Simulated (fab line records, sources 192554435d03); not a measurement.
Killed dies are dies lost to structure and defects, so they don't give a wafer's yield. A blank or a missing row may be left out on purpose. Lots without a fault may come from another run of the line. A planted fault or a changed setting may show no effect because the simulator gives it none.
Chamber matching | flow n5_finfet | N5_MOL_CONTACT_COAG_ALD_27 on ald_sin-01: 4 sister chambers
The step deposits SiOC, target thk 17 nm, pulse time 1.5 s, time 2720 s. 4 wafers are shown with their chamber, then 9 later ones without.

WAFERS WITH THEIR CHAMBER
wafer  | chamber | heater_power_w (W)
L087.3 | 2       | 842
L087.4 | 3       | 649
L086.3 | 1       | 832
L086.5 | 0       | 971

WAFERS WITHOUT THEIR CHAMBER
wafer  | heater_power_w (W)
L088.2 | 977
L088.4 | 824
L088.5 | 814
L091.1 | 834
L091.2 | 972
L091.3 | 649
L097.2 | 845
L097.4 | 984
L097.5 | 856

WHICH CHAMBER EACH WENT THROUGH
wafer  | from the rows above     | in truth
L088.2 | 0                       | 0
L088.4 | can't be placed: 1 or 2 | 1
L088.5 | can't be placed: 1 or 2 | 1
L091.1 | can't be placed: 1 or 2 | 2
L091.2 | 0                       | 0
L091.3 | 3                       | 3
L097.2 | can't be placed: 2 or 1 | 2
L097.4 | 0                       | 0
L097.5 | can't be placed: 2 or 1 | 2
Placed correctly: 4 of 9. Can't be placed from these rows: 5 (the true chamber is among the candidates in 5). Placed wrongly: 0.
How it was worked out, from the rows above alone: a wafer's distance from a chamber is the root of the sum, over the readings, of the square of ((its reading less the chamber's mean) divided by the reading's scatter). The wafer belongs to the nearest chamber; if the next one is less than 2 further off, it can't be placed. A chamber's mean is the mean of its shown wafers. The scatter: with one shown wafer a chamber, the root of the mean of the squares of how far each hidden wafer lies from its nearest shown one.
